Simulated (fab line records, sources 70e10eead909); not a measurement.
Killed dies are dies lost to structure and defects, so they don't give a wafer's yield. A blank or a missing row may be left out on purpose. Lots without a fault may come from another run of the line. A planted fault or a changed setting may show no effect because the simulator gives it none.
Chamber matching | flow nand_harc | NHARC_A_STAIRCASE_ETCH_444 on rie_diel-02: 4 sister chambers
The step etches the open film in C4F8/O2, target depth 20400 nm, time 6800 s. 20 wafers are shown with their chamber, then 10 later ones without.

WAFERS WITH THEIR CHAMBER
wafer  | chamber | rf_vpp_V (V) | oes_product_au (a.u.)
L074.1 | 1       | 811          | 0.936
L074.3 | 3       | 808          | 0.939
L074.6 | 2       | 816          | 0.946
L077.3 | 2       | 816          | 0.939
L077.4 | 1       | 811          | 0.910
L077.6 | 3       | 808          | 0.917
L076.1 | 0       | 803          | 0.935
L076.4 | 3       | 806          | 0.919
L076.5 | 3       | 806          | 0.915
L081.2 | 0       | 800          | 0.943
L081.4 | 2       | 815          | 0.946
L081.6 | 0       | 800          | 0.942
L082.3 | 3       | 807          | 0.917
L082.4 | 0       | 799          | 0.929
L082.6 | 2       | 816          | 0.934
L086.2 | 3       | 807          | 0.921
L086.3 | 0       | 802          | 0.913
L086.6 | 1       | 811          | 0.910
L083.1 | 0       | 800          | 0.930
L083.2 | 1       | 812          | 0.918

SIGNATURES (means of the wafers above)
reading        | chamber 0 | chamber 1 | chamber 2 | chamber 3 | scatter within a chamber
rf_vpp_V       | 800.67    | 811.25    | 815.75    | 807.00    | 1.03
oes_product_au | 0.93200   | 0.91850   | 0.94125   | 0.92133   | 0.00985
Rule: a wafer's distance from a chamber is the root of the sum, over the readings, of the square of ((its reading less the chamber's mean) divided by the reading's scatter). The wafer belongs to the nearest chamber; if the next one is less than 2 further off, it can't be placed. The scatter: the root of (the sum of the squares of (reading less its chamber's mean) over the shown wafers, divided by (wafers less chambers)).

WAFERS WITHOUT THEIR CHAMBER
wafer  | rf_vpp_V (V) | oes_product_au (a.u.)
L083.3 | 815          | 0.937
L083.4 | 817          | 0.916
L083.6 | 811          | 0.917
L083.5 | 801          | 0.926
L090.1 | 806          | 0.951
L090.5 | 814          | 0.951
L090.6 | 806          | 0.949
L093.3 | 814          | 0.947
L093.4 | 798          | 0.944
L093.6 | 800          | 0.947

WHICH CHAMBER EACH WENT THROUGH
wafer  | from the rows above | in truth
L083.3 | 2                   | 2
L083.4 | 2                   | 2
L083.6 | 1                   | 1
L083.5 | 0                   | 0
L090.1 | 3                   | 3
L090.5 | 2                   | 2
L090.6 | 3                   | 3
L093.3 | 2                   | 2
L093.4 | 0                   | 0
L093.6 | 0                   | 0
Placed correctly: 10 of 10. Can't be placed from these rows: 0. Placed wrongly: 0.
